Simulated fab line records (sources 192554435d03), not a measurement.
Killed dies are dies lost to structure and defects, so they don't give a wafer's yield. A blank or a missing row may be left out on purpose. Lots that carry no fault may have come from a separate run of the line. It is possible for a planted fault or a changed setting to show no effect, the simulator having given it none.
Split-lot trial ; flow n5 finfet ; 21 wafers read from 7 lots, route of 1938 steps

THE SPLIT ITSELF
At N5_MOL_CONTACT_COAG_ALD_123 (deposits SiNx, target thk 5 nm, pulse time 1 s, purge time 2 s), the setting ald cycles was moved away from the recipe's 100 on 7 of the 21 wafers read, by -11.0% to +4.0%. All remaining wafers had this setting at the recipe value.

Reading taken at the split's own step.

THE READING
SiNx_of_MOL_CONTACT_COAG_ALD_123.thk nm (the simulator's own value, which no gauge read), in nm, at N5_MOL_CONTACT_COAG_ALD_123 (deposits SiNx, target thk 5 nm, pulse time 1 s, purge time 2 s). The file gives no usual value for it.

wafer;tool, chamber at the split;ald cycles as run;against the recipe;SiNx_of_MOL_CONTACT_COAG_ALD_123.thk nm, nm;against lot-mates on the recipe
L078.2;ald sin-04, 2,3;91;-9.0%;4.6;-0.4
L078.4;ald sin-04, 2,3;91;-9.0%;4.6;-0.4
L078.3;ald sin-04, 0;100;recipe;5;-
L079.3;ald sin-01, 1,0,0;100;recipe;5;-
L079.4;ald sin-01, 1,0,0;100;recipe;5;-
L079.6;ald sin-01, 1,0,0;100;recipe;5;-
L085.2;ald sin-01, 1,2;104;+4.0%;5.2;+0.2
L085.6;ald sin-01, 1,2;104;+4.0%;5.2;+0.2
L085.3;ald sin-01, 0;100;recipe;5;-
L088.2;ald sin-03, 1,3,0;100;recipe;5;-
L088.3;ald sin-03, 1,3,0;100;recipe;5;-
L088.5;ald sin-03, 1,3,0;100;recipe;5;-
L089.1;ald sin-01, 3,2;100;recipe;5;-
L089.5;ald sin-01, 3,2;100;recipe;5;-
L089.3;ald sin-01, 1;93;-7.0%;4.6;-0.4
L090.3;ald sin-03, 0;100;recipe;5;-
L090.5;ald sin-03, 0,3;89;-11.0%;4.4;-0.6
L090.6;ald sin-03, 0,3;89;-11.0%;4.4;-0.6
L093.2;ald sin-01, 3,1,0;100;recipe;5;-
L093.3;ald sin-01, 3,1,0;100;recipe;5;-
L093.5;ald sin-01, 3,1,0;100;recipe;5;-
When a row names more than one chamber, that row covers several wafers, and the file does not tell which wafer ran in which chamber.

THE FIT
A straight line over all 21 wafers: SiNx_of_MOL_CONTACT_COAG_ALD_123.thk nm changes by +0.0511 nm for each +1% of ald cycles; r = +0.99; the points scatter about the line by 0.025 nm.
The same after taking each lot's own level away (the mean of its wafers on the recipe; 21 wafers): +0.0511 nm for each +1%; r = +0.99; scatter 0.025 nm.
According to that fit, moving ald cycles by its largest amount changes the reading by 0.56 nm.
The lots' own levels span 5.00 to 5.00 nm.
Hence the lot-to-lot level has little effect on the slope; both slopes agree.
Check: with one of the wafers moved furthest among these (-11.0%) left out of the fit, the line predicts -0.55 nm for it against its lot-mates. Against them it came out at -0.6 nm.

THESE WAFERS: OTHER SPLITS
Before the reading, these wafers also passed through other splits. Each is held against what the fit with the lots' levels taken away leaves over:
other split on the same wafers;wafers away from the commonest value;r with SiNx_of_MOL_CONTACT_COAG_ALD_123.thk nm (lot level and that fit taken away)
N5_SD_EPI_P_EPI_21 temp c;6;-0.02
N5_SDB_STRIP_22 power w;7;-0.09
N5_HKMG_FIN_PEB_10 peb time s;5;-0.41
N5_HKMG_FIN_ETCH_35 source w;6;+0.07
N5_GATE_CUT_ALD_22 ald cycles;5;-0.37
N5_MOL_CONTACT_COAG_COAT_58 spin rpm;7;+0.22

FILE'S OWN FIT
SiNx_of_MOL_CONTACT_COAG_ALD_123.thk nm changes by +0.0517 nm for each +1% of ald cycles, r = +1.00.
